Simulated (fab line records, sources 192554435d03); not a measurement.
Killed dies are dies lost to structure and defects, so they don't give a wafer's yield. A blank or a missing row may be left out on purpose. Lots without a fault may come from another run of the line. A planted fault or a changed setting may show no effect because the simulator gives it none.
Chamber matching | flow n5_finfet | N5_BEOL_M8_STRIP_36 on rie_diel-05: 4 sister chambers
The step strips in N2/H2. 4 wafers are shown with their chamber, then 8 later ones without.

WAFERS WITH THEIR CHAMBER
wafer  | chamber | showerhead_plenum_p_Torr (Torr)
L080.1 | 3       | 2.48
L084.5 | 1       | 2.49
L084.6 | 2       | 2.61
L086.1 | 0       | 2.69

WAFERS WITHOUT THEIR CHAMBER
wafer  | showerhead_plenum_p_Torr (Torr)
L086.2 | 2.60
L086.3 | 2.48
L091.2 | 2.60
L091.3 | 2.68
L091.6 | 2.49
L095.2 | 2.59
L095.3 | 2.48
L095.4 | 2.68

WHICH CHAMBER EACH WENT THROUGH
wafer  | from the rows above     | in truth
L086.2 | 2                       | 2
L086.3 | can't be placed: 3 or 1 | 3
L091.2 | 2                       | 2
L091.3 | 0                       | 0
L091.6 | can't be placed: 1 or 3 | 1
L095.2 | 2                       | 2
L095.3 | can't be placed: 3 or 1 | 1
L095.4 | 0                       | 0
Placed correctly: 5 of 8. Can't be placed from these rows: 3 (the true chamber is among the candidates in 3). Placed wrongly: 0.
How it was worked out, from the rows above alone: a wafer's distance from a chamber is the root of the sum, over the readings, of the square of ((its reading less the chamber's mean) divided by the reading's scatter). The wafer belongs to the nearest chamber; if the next one is less than 2 further off, it can't be placed. A chamber's mean is the mean of its shown wafers. The scatter: with one shown wafer a chamber, the root of the mean of the squares of how far each hidden wafer lies from its nearest shown one.
